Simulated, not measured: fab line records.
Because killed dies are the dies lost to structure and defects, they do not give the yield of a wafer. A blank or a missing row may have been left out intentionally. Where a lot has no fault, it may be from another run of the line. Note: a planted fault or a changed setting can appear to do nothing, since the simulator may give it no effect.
Problem report, 8D (eight disciplines) form, completed by code | flow nand_harc | the parts of the form that need people (team, actions taken, sign-off) are left out

1. THE ISSUE
Wafers without a fault read 86.4 s, standard deviation 0.42; run_length_s at NHARC_A_CONTACT_ETCH_48 reads a mean of 82.5 s on 3 wafers belonging to 3 lots. Measured from the usual mean, that is -9.4 standard deviations.
The step: etches the open film in CF4, target depth 39 nm, time 65 s.
First seen on wafer L470.2, day 20 05:58, on rie_diel-07. At this step, 36 wafers from 13 lots have a number in the record. Rule for "out", or "out of limits": more than 4 standard deviations from the usual mean. The other wafers with a number count as sound.

2. WHAT IT IS, WHAT IT ISN'T
question                    | is                     | is not
which readings at this step | run_length_s           | rf_vpp_V, showerhead_plenum_p_Torr, throttle_valve_pct
which lots                  | L467, L469, L470       | L453, L454, L455, L457, L458, L460, L461, L462, L463, L473
which wafers of those lots  | L467.2, L469.3, L470.2 | L467.4, L469.4, L470.4
read on which tools         | rie_diel-07            | rie_diel-01, rie_diel-08
when                        | from day 20 05:58      | up to then (28 sound wafers); but 5 sound wafers of L467, L469, L473 came after

3. WHAT RULES OUT EACH SUSPECT
Counting: any tool at a process step up to the reading remains a suspect provided it ran every lot that is out. Sound lots after the first of them don't rule it out here, since some wafers of a struck lot are sound.
- rie_diel-07 at NHARC_A_CONTACT_ETCH_48 (etches the open film in CF4, target depth 39 nm, time 65 s): kept. Ran every lot that is out, first one L470 (day 20 05:58); last sound lot up to then L462 (day 19 18:32). Out on those wafers are its own readings of run_length_s.
After counting, what remains is rie_diel-07 at NHARC_A_CONTACT_ETCH_48.

4. THE CAUSE (what the simulator had put in)
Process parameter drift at NHARC_A_CONTACT_ETCH_48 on rie_diel-07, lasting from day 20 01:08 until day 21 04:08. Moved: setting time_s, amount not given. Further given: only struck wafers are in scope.
The count eliminated every tool but this one.

5. THE EFFECT CHAIN, in route order
One row per reading whose mean, taken over the struck wafers that have a number, lies over 3 standard deviations from the usual. Readings are gone through only where the record gives a usual standard deviation; hours: the median, over the lots, of the time from a lot's start at the first step in this table giving one to that lot's start at this step; sigmas: the change measured in usual standard deviations.
hours | step                    | reading      | usual  | on struck wafers | change | sigmas
0     | NHARC_A_CONTACT_ETCH_48 | run_length_s | 86.4 s | 82.5             | -3.9   | -9.4
Process steps it contains:
- NHARC_A_CONTACT_ETCH_48: etches the open film in CF4, target depth 39 nm, time 65 s.

6. HOW IT WOULD HAVE BEEN CAUGHT EARLIER
5 hours passed between the start of the fault at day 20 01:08 and the first reading out of limits in this record, taken at day 20 05:58.
